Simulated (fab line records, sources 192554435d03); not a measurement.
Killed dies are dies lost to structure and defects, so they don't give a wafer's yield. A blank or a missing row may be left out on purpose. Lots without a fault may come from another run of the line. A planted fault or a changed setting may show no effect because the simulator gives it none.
One fault seen from 2 desks | flow n5_finfet | each desk has only its own numbers; what lay behind them comes last

THE METROLOGY DESK
What the gauges read, lot by lot, whatever tool the lot ran on: means of the sampled wafers that have a number. A lot is out of limits, marked OUT, if its mean lies more than 4 standard deviations from the usual mean; the brackets give that distance. Of its 11 readings 7 are shown: those that lie furthest out on some lot.
Columns: A = IOFF_N at N5_BEOL_M4_RC_MEAS_101, usual 0.167 nA/um; B = ION_N at N5_BEOL_M4_RC_MEAS_101, usual 678 uA/um; C = ION_P at N5_BEOL_M4_RC_MEAS_101, usual 464 uA/um; D = SS_N at N5_BEOL_M4_RC_MEAS_101, usual 71.5 mV/dec; E = SS_P at N5_BEOL_M4_RC_MEAS_101, usual 73.4 mV/dec; F = VT_N at N5_BEOL_M4_RC_MEAS_101, usual 248.5 mV; G = VT_P at N5_BEOL_M4_RC_MEAS_101, usual -249 mV
lot  | first seen here | A     | B   | C   | D    | E    | F     | G
L842 | day 5 18:59     | 0.148 | 674 | 476 | 72.3 | 72.4 | 251.5 | -247
L843 | day 6 00:57     | 0.175 | 682 | 465 | 72.3 | 73.0 | 247.6 | -247
L846 | day 6 17:39     | 0.192 | 671 | 465 | 71.5 | 73.4 | 247.8 | -249
L852 | day 8 06:42     | 0.196 | 675 | 464 | 72.5 | 73.9 | 246.9 | -245
L853 | day 8 10:13     | 0.147 | 671 | 454 | 71.9 | 72.9 | 250.2 | -254
L855 | day 8 22:29     | 0.158 | 679 | 467 | 70.8 | 73.4 | 247.7 | -249
L856 | day 9 14:32     | 0.170 | 668 | 461 | 71.4 | 73.2 | 246.9 | -250
L857 | day 10 00:10    | 0.169 | 680 | 461 | 71.7 | 73.8 | 249.0 | -253
L859 | day 10 10:48    | 0.204 | 694 | 471 | 71.6 | 74.1 | 244.3 | -248
This desk's finding: nothing out of limits on any of the 9 lots.

THE TOOL OWNER'S DESK: rie_diel-03
The tool's own readings at N5_GATE_CUT_ETCH_36 (etches SiARC in CF4, target depth 13 nm, time 21.7 s): means of the sampled wafers that have a number, for each lot that ran on this tool. A lot is out of limits, marked OUT, if its mean lies more than 4 standard deviations from the usual mean; the brackets give that distance.
Columns: A = chamber_pressure_mTorr at N5_GATE_CUT_ETCH_36, usual 40.00 mTorr; B = drypump_motor_current_A at N5_GATE_CUT_ETCH_36, usual 5.5 A; C = etch_rf_on_time_s at N5_GATE_CUT_ETCH_36, usual 21.8 s; D = oes_product_au at N5_GATE_CUT_ETCH_36, usual 0.67 a.u.; E = rf_vpp_V at N5_GATE_CUT_ETCH_36, usual 184.0 V; F = showerhead_plenum_p_Torr at N5_GATE_CUT_ETCH_36, usual 2.13 Torr; G = throttle_valve_pct at N5_GATE_CUT_ETCH_36, usual 15.65 %
lot  | first seen here | A     | B   | C              | D    | E     | F    | G
L842 | day 5 19:30     | 40.02 | 5.7 | 28.1 (+15) OUT | 0.55 | 183.8 | 2.12 | 15.75
L843 | day 6 01:08     | 39.98 | 6.0 | 27.6 (+14) OUT | 0.56 | 183.8 | 2.21 | 15.71
L852 | day 8 07:07     | 39.99 | 5.4 | 22.2           | 0.66 | 183.2 | 2.10 | 15.67
L853 | day 8 10:23     | 39.97 | 5.1 | 22.5           | 0.64 | 183.3 | 2.05 | 15.70
L855 | day 8 22:40     | 40.01 | 5.9 | 21.6           | 0.67 | 185.0 | 2.22 | 15.61
L857 | day 10 00:21    | 39.96 | 5.6 | 21.7           | 0.66 | 183.8 | 2.16 | 15.66
L859 | day 10 10:59    | 40.00 | 5.0 | 22.0           | 0.72 | 184.3 | 2.16 | 15.42
This desk's finding: out of limits on L842, L843; first on L842, day 5 19:30 (etch_rf_on_time_s at N5_GATE_CUT_ETCH_36). In limits: L852, L853, L855, L857, L859.

PUT TOGETHER
The tool owner's desk could have raised an alarm at day 5 19:30, on L842, L843.
The metrology desk saw nothing out of limits.
The metrology desk has L842, L843 on record, within its limits.
Of the lots named, all ran N5_GATE_CUT_ETCH_36 on rie_diel-03.

WHAT THE SIMULATOR HAD PUT IN
Process parameter drift: rie_diel-03, from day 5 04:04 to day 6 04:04, at N5_GATE_CUT_ETCH_36. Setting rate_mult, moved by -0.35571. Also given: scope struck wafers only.
Lots struck among those shown: L842, L843.
Hours from the fault's start to each desk's first reading out of limits: the tool owner's desk, 15.
